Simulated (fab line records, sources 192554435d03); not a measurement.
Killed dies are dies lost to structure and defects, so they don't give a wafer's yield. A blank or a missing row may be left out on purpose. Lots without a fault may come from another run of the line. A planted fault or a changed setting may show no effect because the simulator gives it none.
Chamber matching | flow n5_finfet | N5_FIN_SAQP_PECVD_47 on pecvd-01: 3 sister chambers
The step deposits a-Si from SiH4/He, target thk 45 nm, time 36.3 s. 3 wafers are shown with their chamber, then 7 later ones without.

WAFERS WITH THEIR CHAMBER
wafer  | chamber | throttle_valve_pct (%)
L375.4 | 2       | 17.1
L376.2 | 1       | 18.6
L376.3 | 0       | 17.3

WAFERS WITHOUT THEIR CHAMBER
wafer  | throttle_valve_pct (%)
L376.6 | 18.9
L381.1 | 18.9
L381.2 | 17.4
L381.3 | 17.1
L385.3 | 17.4
L385.4 | 17.6
L385.6 | 18.8

WHICH CHAMBER EACH WENT THROUGH
wafer  | from the rows above     | in truth
L376.6 | 1                       | 1
L381.1 | 1                       | 1
L381.2 | can't be placed: 0 or 2 | 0
L381.3 | can't be placed: 2 or 0 | 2
L385.3 | can't be placed: 0 or 2 | 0
L385.4 | can't be placed: 0 or 2 | 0
L385.6 | 1                       | 1
Placed correctly: 3 of 7. Can't be placed from these rows: 4 (the true chamber is among the candidates in 4). Placed wrongly: 0.
How it was worked out, from the rows above alone: a wafer's distance from a chamber is the root of the sum, over the readings, of the square of ((its reading less the chamber's mean) divided by the reading's scatter). The wafer belongs to the nearest chamber; if the next one is less than 2 further off, it can't be placed. A chamber's mean is the mean of its shown wafers. The scatter: with one shown wafer a chamber, the root of the mean of the squares of how far each hidden wafer lies from its nearest shown one.
